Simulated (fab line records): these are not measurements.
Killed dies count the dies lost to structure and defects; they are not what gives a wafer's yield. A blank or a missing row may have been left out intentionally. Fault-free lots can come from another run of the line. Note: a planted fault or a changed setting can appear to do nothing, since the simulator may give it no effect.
Matching of chambers || flow nand_harc || NHARC_A_BONDPAD_CMP_29 on cmp-01: 4 sister chambers
The step polishes SiCN, target thk 200 nm. 4 wafers are shown with their chamber, then 7 later ones without.

EACH WAFER AND ITS CHAMBER
{"wafer": "L422.6", "chamber": 1, "motor_current_A (A)": 13.1}
{"wafer": "L427.4", "chamber": 3, "motor_current_A (A)": 10.8}
{"wafer": "L433.1", "chamber": 2, "motor_current_A (A)": 14.0}
{"wafer": "L433.5", "chamber": 0, "motor_current_A (A)": 13.2}

WAFERS MISSING THEIR CHAMBER
{"wafer": "L433.6", "motor_current_A (A)": 13.6}
{"wafer": "L437.1", "motor_current_A (A)": 12.8}
{"wafer": "L437.3", "motor_current_A (A)": 11.0}
{"wafer": "L437.6", "motor_current_A (A)": 12.7}
{"wafer": "L438.2", "motor_current_A (A)": 13.4}
{"wafer": "L438.5", "motor_current_A (A)": 12.5}
{"wafer": "L438.6", "motor_current_A (A)": 12.8}

WHICH CHAMBER EACH ONE RAN IN
{"wafer": "L433.6", "from the rows above": "can't be placed: 0 or 2 or 1", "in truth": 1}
{"wafer": "L437.1", "from the rows above": "can't be placed: 1 or 0", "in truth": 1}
{"wafer": "L437.3", "from the rows above": 3, "in truth": 3}
{"wafer": "L437.6", "from the rows above": "can't be placed: 1 or 0", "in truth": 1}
{"wafer": "L438.2", "from the rows above": "can't be placed: 0 or 1 or 2", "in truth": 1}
{"wafer": "L438.5", "from the rows above": "can't be placed: 1 or 0", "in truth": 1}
{"wafer": "L438.6", "from the rows above": "can't be placed: 1 or 0", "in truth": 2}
Placed correctly: 1 of 7. Cannot be placed on the basis of these rows: 6; the candidates contain the true chamber in 5. Placed wrongly: 0.
How it was worked out, from the rows above alone: a wafer's distance from a chamber is the root of the sum, over the readings, of the square of ((its reading less the chamber's mean) divided by the reading's scatter). If the next closest chamber is less than 2 further off than the closest, the wafer can't be placed; otherwise it belongs to the closest. The mean given for a chamber averages the wafers shown for that chamber. The scatter: with one shown wafer a chamber, the root of the mean of the squares of how far each hidden wafer lies from its nearest shown one.
